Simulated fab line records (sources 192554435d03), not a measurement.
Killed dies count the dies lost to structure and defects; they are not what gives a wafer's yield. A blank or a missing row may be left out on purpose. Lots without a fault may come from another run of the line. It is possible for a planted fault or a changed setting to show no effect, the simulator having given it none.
Struck lot and sound lot, side by side    flow n5_finfet    19 out of 1938 route steps
Sound: the wafers L462.1, L462.3, L462.4. The struck wafers were L451.1, L451.4, L451.6. The cause is given at the end.
Per side, at each step with rows, come the tool, then ch with its chambers, and then its first start. Under that, the readings that differ: sound wafers    struck wafers    difference of the means    sigmas: that difference in standard deviations of wafers without a fault.
alike: readings with means less than 2 such deviations apart, plus words and numbers identical on both sides. not compared: withheld readings, readings lacking a value on some wafer, bounds such as >300 that could conceal the same value, and numbers that have no deviation in the record and whose values overlap.
A row with sigmas, a row that says differs or no value, or rows on one side alone: a step with any of these is where the two part. When numbers do not overlap yet have no deviation, they are printed without sigmas and do not part them. A reading that every wafer of one side lacks parts them only if that side has two wafers or more.

first, 8 steps without rows for these wafers: N5_ILD0_CMP_03 (polishes, stops on SiNx, t overpolish 1.9 s, target thk 197.38 nm); N5_ILD0_CMP_07 (polishes SiO2 flowable, stops on poly-Si, t overpolish 1.18 s, target thk 138.88 nm); N5_ILD0_PRECLEAN_10 (cleans in NF3:NH3, afs cycles 5, time 20 s, sublimation time 60 s); N5_ILD0_ALD_15 (deposits SiNx, target thk 24 nm, pulse time 1 s, ald cycles 480); N5_ILD0_CMP_12 (polishes SiNx, stops on poly-Si, t overpolish 6 s, target thk 17.67 nm); N5_SDB_HM_DEP_00 (deposits SiNx from SiH4/NH3/N2, target thk 40 nm, time 35.3 s); N5_SDB_COAT_03 (time 60 s, resist thk 100 nm); N5_SDB_COAT_04 (time 60 s, resist thk 18 nm).
N5_SDB_COAT_05: resist thk 90 nm.
  sound on litho_track-01 ch 0, day 8 05:23; struck on litho_track-04 ch 0, day 5 11:58
reading                                   sound                 struck                difference  sigmas
spin_speed_rpm (rpm)                      1499.8 1502.0 1500.1  1370.9 1370.9 1369.8  -130.1      -99 or more
model.CAR-ArF_of_SDB_COAT_05.thk_nm (nm)  90 90.2 90            94.6 94.2 94          +4.2        
then, 6 steps without rows for these wafers: N5_SDB_EBR_07; N5_SDB_SOFTBAKE_06 (time 60 s); N5_SDB_EXPOSE_08 (exposes mask SDB); N5_SDB_PEB_09 (peb time 60 s); N5_SDB_DEVELOP_10 (develop time 30 s); N5_SDB_DESCUM_16 (chemistry O2, time 7.9 s).
N5_SDB_ETCH_17: etches SiARC in CF4, target depth 23.4 nm, time 39 s.
  sound on rie_diel-05 ch 0,2,3, day 8 06:08; struck on rie_diel-05 ch 1,2,3, day 5 12:27
reading                                   sound           struck          difference  sigmas
model.CAR-ArF_of_SDB_COAT_05.thk_nm (nm)  66.6 66.8 66.6  71.2 70.8 70.8  +4.3        
  alike: chamber_pressure_mTorr, drypump_motor_current_A, etch_rf_on_time_s, oes_product_au, rf_vpp_V, showerhead_plenum_p_Torr, throttle_valve_pct
  not compared: rf_hours_counter_h
then, 1 step without rows for these wafers: N5_SDB_ETCH_18 (etches SOC in N2/H2, target depth 100 nm, overetch 20 nm, time 150 s).
-- the record jumps here: 4 days lie between the struck wafers' starts before and after (it left off in module SDB and takes up again in module BEOL_M4, whose first step shown is number 1111 of the route) --
N5_BEOL_M4_RC_MEAS_101:
  sound on prober-02 ch 0, day 12 20:39; struck on prober-02 ch 0, day 9 11:20
  alike: DIBL_N, DIBL_P, IOFF_N, IOFF_P, ION_N, ION_P, SS_N, SS_P, VT_N, VT_P
after that, 1 step had no rows for these wafers: N5_PASSIVATION_PROBE_49.

WHERE THEY PART
At N5_SDB_COAT_05 and nowhere else, as far as this record goes. Later steps at which nothing parts them and some readings are alike: N5_SDB_ETCH_17, N5_BEOL_M4_RC_MEAS_101.

WHY: the cause the simulator had injected
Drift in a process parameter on litho_track-04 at N5_SDB_COAT_05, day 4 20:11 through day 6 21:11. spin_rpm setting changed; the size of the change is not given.
